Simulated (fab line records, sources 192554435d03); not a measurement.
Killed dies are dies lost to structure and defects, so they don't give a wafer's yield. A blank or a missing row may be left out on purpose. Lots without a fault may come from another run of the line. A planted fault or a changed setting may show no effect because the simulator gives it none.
Split-lot experiment | flow n5_finfet | 7 lots, 21 wafers read, on a route of 1938 steps

THE SPLIT
At N5_BEOL_M15_PEB_26 (peb time 90 s), the setting peb_temp_c was moved away from the recipe's 130 C on 3 of the 21 wafers read, by -2.2% to +1.1%. The other wafers ran this setting at the recipe's value.

FROM THE SPLIT TO THE READING: what the file shows between them, 2 steps
- N5_BEOL_M15_DEVELOP_27: develop time 45 s
- N5_BEOL_M15_HARDBAKE_32: time 120 s

THE READING
cd_nm, in nm, at N5_BEOL_M15_CD_MEAS_28 (target cd 407.6 nm). Fault-free wafers of this fab line usually give 407.0 nm, standard deviation 1.9 nm.

wafer  | tool, chamber at the split | peb_temp_c as run, C | against the recipe | cd_nm, nm | against lot-mates on the recipe
L074.1 | litho_track-05, 0          | 130                  | recipe             | 405.2     | -
L074.4 | litho_track-05, 0          | 130                  | recipe             | 406.3     | -
L074.6 | litho_track-05, 0          | 130                  | recipe             | 404.1     | -
L078.1 | litho_track-01, 0          | 130                  | recipe             | 406.8     | -
L078.2 | litho_track-01, 0          | 130                  | recipe             | 408.4     | -
L078.5 | litho_track-01, 0          | 130                  | recipe             | 408.1     | -
L081.1 | litho_track-05, 0          | 130                  | recipe             | 408.5     | -
L081.4 | litho_track-05, 0          | 130                  | recipe             | 408.8     | -
L081.6 | litho_track-05, 0          | 130                  | recipe             | 409.6     | -
L084.2 | litho_track-01, 0          | 130                  | recipe             | 407.7     | -
L084.3 | litho_track-01, 0          | 130                  | recipe             | 408.8     | -
L084.6 | litho_track-01, 0          | 130                  | recipe             | 408.1     | -
L083.1 | litho_track-02, 0          | 127.1                | -2.2%              | 392.8     | -17.0
L083.2 | litho_track-02, 0          | 127.1                | -2.2%              | 390.8     | -19.0
L083.4 | litho_track-02, 0          | 130                  | recipe             | 409.8     | -
L093.3 | litho_track-05, 0          | 130                  | recipe             | 410.5     | -
L093.4 | litho_track-05, 0          | 130                  | recipe             | 409.3     | -
L093.6 | litho_track-05, 0          | 130                  | recipe             | 408.8     | -
L094.1 | litho_track-05, 0          | 130                  | recipe             | 408.9     | -
L094.5 | litho_track-05, 0          | 130                  | recipe             | 406.2     | -
L094.6 | litho_track-05, 0          | 131.4                | +1.1%              | 413.2     | +5.7

THE FIT
A straight line over all 21 wafers: cd_nm changes by +6.95 nm for each +1% of peb_temp_c; r = +0.95; the points scatter about the line by 1.7 nm.
The same after taking each lot's own level away (the mean of its wafers on the recipe; 21 wafers): +7.71 nm for each +1%; r = +0.98; scatter 1 nm.
On that fit, the largest move of peb_temp_c shifts the reading by 17 nm.
The lots' own levels span 405.20 to 409.80 nm, that is 2.4 times the standard deviation above.
So the lot-to-lot level changes the slope little: the two slopes agree.
Check: with one of the wafers moved furthest among these (-2.2%) left out of the fit, the line predicts -17.7 nm for it against its lot-mates. It came out at -17 nm against them.

THE WHOLE CHAIN: every reading that the file lists as answering this split, in the file's order
step                   | what it does                                                            | reading                                                         | change (the file's fit)              | r (the file's)
N5_BEOL_M15_CD_MEAS_28 | target cd 407.6 nm                                                      | cd_nm                                                           | +7.54 nm for each +1% of the setting | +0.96
N5_BEOL_M15_DESCUM_33  | chemistry O2, time 7.9 s                                                | BEOL_M15.cd_nm (the simulator's own value, which no gauge read) | +7.47 nm for each +1% of the setting | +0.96
N5_BEOL_M15_ETCH_61    | etches BARC in N2/H2, target depth 89 nm, overetch 26.7 nm, time 67.9 s | BEOL_M15.cd_nm (the simulator's own value, which no gauge read) | +7.99 nm for each +1% of the setting | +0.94

THE FILE'S OWN FIT
cd_nm changes by +7.54 nm for each +1% of peb_temp_c, r = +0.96.
